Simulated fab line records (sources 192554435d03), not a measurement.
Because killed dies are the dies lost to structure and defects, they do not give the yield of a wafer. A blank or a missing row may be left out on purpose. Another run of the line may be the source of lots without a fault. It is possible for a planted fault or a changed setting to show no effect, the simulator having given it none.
Which tool did it? | flow n5Finfet | route of 1938 steps, sampled at 1 step: 11 lots, 30 wafers

WHAT EACH GAUGE READ, for each wafer
N5_BEOL_M13_CD_MEAS_28: the cd target is 209.5 nm.
lot  | measured     | on       | cdNm (nm)
L503 | day 11 08:43 | cdSem-03 | 210.6 209.5 209.8
L507 | day 12 21:04 | cdSem-01 | 209.6 209.7 209.4
L511 | day 13 20:04 | cdSem-02 | 209.5 207.8 209.0
L513 | day 13 20:34 | cdSem-01 | 209.3 206.2 206.7
L515 | day 14 03:26 | cdSem-02 | 209.4 211.4 210.7
L516 | day 14 22:20 | cdSem-02 | 209.5 209.3
L517 | day 15 02:17 | cdSem-02 | 209.3 207.7
L518 | day 15 08:25 | cdSem-01 | 210.8 210.6
L520 | day 15 20:22 | cdSem-02 | 208.1 209.4 209.7
L521 | day 15 21:02 | cdSem-02 | 210.7 209.8 209.6
L522 | day 16 18:57 | cdSem-02 | 211.5 209.4 209.1

EACH LOT AND THE TOOL THAT RAN IT (in order: tool; ch and the chambers of the sampled wafers; start)
The record shows no process step preceding these readings.

THE ANSWER, worked out from the rows above alone
Rule: the usual values come from the lots themselves. The widest of any qualifying gaps counts: lots, ordered by their means at a reading, are off when they make up no more than a third of the lots, leave a main group of 4 or more, and stand apart from it by 3 or more times the standard deviation of that group's means. A main group is skipped when, at the precision printed for the reading in the tables above, its means are all equal. Also off: a lot with no number at a reading for which 4 or more lots have one. The other lots that the step has rows for count as sound.
None of the lots is off at any reading shown; this tells nothing.

WHAT THE SIMULATOR HAD PUT IN
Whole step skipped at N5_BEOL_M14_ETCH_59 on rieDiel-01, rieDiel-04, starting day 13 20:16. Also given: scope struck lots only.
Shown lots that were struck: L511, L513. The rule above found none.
